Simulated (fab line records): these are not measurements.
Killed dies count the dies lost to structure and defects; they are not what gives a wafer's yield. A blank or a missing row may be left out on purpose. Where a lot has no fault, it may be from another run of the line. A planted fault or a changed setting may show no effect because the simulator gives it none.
A struck lot beside a sound one -- flow n5-finfet -- 36 out of 1938 route steps
Sound: these wafers, L902.2, L902.4, L902.5. Struck: wafer L905.3 (left out: L905.5, L905.6 of the same lot, which were not struck); the cause appears at the end.
Per side, at each step with rows, come the tool, then ch with its chambers, and then its first start. Under that, the readings that differ: sound wafers -- struck wafers -- difference of the means -- sigmas: that difference in standard deviations of wafers without a fault.
alike: a reading whose means differ by less than 2 such deviations, as well as words and numbers matching on both sides. not compared: withheld readings; readings where some wafer has no value; bounds like >300 that might hide an equal value; numbers whose values overlap and for which the record gives no deviation.
The two part at a step that has a row with sigmas, a row that says differs or no value, or rows on one side only. Numbers that don't overlap but have no deviation are shown without sigmas and don't part them. Lack of a reading on every wafer of one side parts them only where that side has two or more wafers.

first, 9 steps without rows for these wafers: N5_STI_FIN_REVEAL_STRIP_35 (strips Si3N4 in H3PO4, target depth 4 nm, time 39 s); N5_STI_FIN_REVEAL_SRD_21 (time 30 s); N5_STI_FIN_REVEAL_OXIDATION_33 (chemistry O2 PLASMA REMOTE, time 20 s); N5_STI_FIN_REVEAL_CLEAN_19 (cleans in O3/DIW, time 120 s); N5_STI_FIN_REVEAL_SRD_23 (time 30 s); N5_STI_FIN_REVEAL_PRECLEAN_18 (cleans in SC2, time 45 s); N5_STI_FIN_REVEAL_SRD_28 (time 30 s); N5_DUMMY_GATE_PRECLEAN_00 (cleans in O3/DIW, time 60 s); N5_DUMMY_GATE_SRD_01 (time 30 s).
N5_DUMMY_GATE_ALD_02: deposits SiO2, target thk 2 nm, pulse time 1 s.
  sound on ald-sin-03 ch 2,3, day 4 00:19; struck on ald-sin-03 ch 3, day 4 18:48
reading,sound,struck,difference,sigmas
model.SiO2_of_DUMMY_GATE_ALD_02.thk-nm (nm),2 2 2,3,+1,
  alike: heater-power-w, precursor-pulse-height-rel
then, 24 steps without rows for these wafers: N5_DUMMY_GATE_CVD_03 (deposits a-Si from SiH4, target thk 150 nm, time 8042 s); N5_DUMMY_GATE_PRECLEAN_46 (cleans in DIW, time 89.5 s); N5_DUMMY_GATE_SRD_47 (dry time 32 s); N5_DUMMY_GATE_CMP_04 (polishes a-Si); N5_DUMMY_GATE_HM_DEP_06 (deposits SiNx from DCS/NH3, target thk 80 nm, time 5141 s); N5_DUMMY_GATE_PECVD_30 (deposits SiO2 from TEOS/O2, target thk 55 nm, time 10.8 s); N5_DUMMY_GATE_COAT_34 (time 60 s, resist thk 60 nm); N5_DUMMY_GATE_COAT_35 (time 60 s, resist thk 10 nm); N5_DUMMY_GATE_COAT_28 (time 60 s, resist thk 10 nm); N5_DUMMY_GATE_COAT_09 (resist thk 30 nm); N5_DUMMY_GATE_EBR_11; N5_DUMMY_GATE_SOFTBAKE_10 (time 60 s); N5_DUMMY_GATE_EXPOSE_12 (exposes mask GATE, target cd 25 nm); N5_DUMMY_GATE_PEB_13 (peb time 60 s); N5_DUMMY_GATE_DEVELOP_14 (develop time 30 s); N5_DUMMY_GATE_DESCUM_20 (chemistry O2, time 6.2 s); N5_DUMMY_GATE_ETCH_29 (etches underlayer in N2/H2, target depth 13 nm); N5_DUMMY_GATE_ETCH_36 (etches SiARC in CF4, target depth 13 nm); N5_DUMMY_GATE_ETCH_37 (etches SOC in N2/H2, target depth 60 nm, overetch 30 nm); N5_DUMMY_GATE_STRIP_38 (strips in N2/H2); N5_DUMMY_GATE_STRIP_39 (strips in N2/H2); N5_DUMMY_GATE_TRIM_49 (chemistry O2, time 29 s, target cd 14 nm); N5_DUMMY_GATE_STRIP_40 (strips in CF4); N5_DUMMY_GATE_ETCH_31 (etches SiO2 in C4F6/O2, target depth 82.5 nm, time 27.5 s).
-- a jump in the record: the struck wafers' starts before and after are 5 days apart (it breaks off in module DUMMY_GATE and resumes in module BEOL_M4, where the first step shown is number 1111 of the route) --
N5_BEOL_M4_RC_MEAS_101:
  sound on prober-01 ch 0, day 9 09:42; struck on prober-02 ch 0, day 9 19:34
reading,sound,struck,difference,sigmas
DIBL_N (mV/V),38.3 37.3 37.6,47.2,+9.5,+9
DIBL_P (mV/V),36.8 36.1 37.2,49.1,+12.4,+9
EOT_N,10.62 10.51 10.56,15.15,+4.59,+58
EOT_P,10.56 10.46 10.47,14.97,+4.47,+54
IGATE_N (nA/um),0.0117 0.0134 0.0127,0.0001,-0.0125,-10
IGATE_P (nA/um),0.0036 0.0041 0.0039,0.0000,-0.0039,-9
IOFF_N (nA/um),0.173 0.155 0.176,0.460,+0.292,+14
IOFF_N_85C (nA/um),3.3 3.0 3.4,7.3,+4.1,+12
IOFF_N_LIN (nA/um),0.078 0.072 0.081,0.201,+0.124,+15
IOFF_P (nA/um),0.210 0.206 0.225,0.509,+0.295,+12
IOFF_P_85C (nA/um),3.5 3.5 3.7,7.5,+3.9,+11
IOFF_P_LIN (nA/um),0.098 0.098 0.104,0.232,+0.132,+13
ION_N (uA/um),677 684 683,621,-60,-7
ION_P (uA/um),462 468 464,418,-47,-7
SS_N (mV/dec),71.7 71.7 71.7,73.3,+1.6,+3
SS_P (mV/dec),73.0 73.3 73.3,76.4,+3.2,+7
VT_N (mV),248.6 248.2 246.7,236.8,-11.0,-5
VT_N_LVT (mV),96.7 98.9 95.5,86.1,-10.9,-4
VT_P (mV),-252.0 -249.6 -250.1,-240.8,+9.8,+3
VT_P_LVT (mV),-99.5 -99.9 -100.5,-90.2,+9.8,+4
-- here the record skips 4 days between the struck wafers' starts before and after, leaving off in module BEOL_M4 and picking up in module PASSIVATION (first step shown: number 1936 of the route) --
N5_PASSIVATION_PROBE_49:
  sound on prober-02 at day 13 15:37; struck on prober-02 at day 14 03:20
reading,sound,struck,difference,sigmas
killed-at-contacts,18 24 24,10,-12,-2
sort_bin_4_leakage (%),0 0 0,39.32,+39.32,
sort_bin_8_speed (%),0 0 0,37.12,+37.12,+99 or more
sort-n-pass,1056 1079 1070,179,-889,-59
sort-yield-pct (%),89.5 91.4 90.7,15.2,-75.3,-58
  alike: defect-limited-yield, killed_at_M0_to_M3, killed_at_M4_up, killed-at-front-end, killed-at-other, killed-dies, killed-open, killed-short, sort_bin_5_function, sort_bin_6_memory

== WHERE THEY PART ==
First at N5_BEOL_M4_RC_MEAS_101; last, within this record, at N5_PASSIVATION_PROBE_49.

WHY: whatever the simulator had introduced
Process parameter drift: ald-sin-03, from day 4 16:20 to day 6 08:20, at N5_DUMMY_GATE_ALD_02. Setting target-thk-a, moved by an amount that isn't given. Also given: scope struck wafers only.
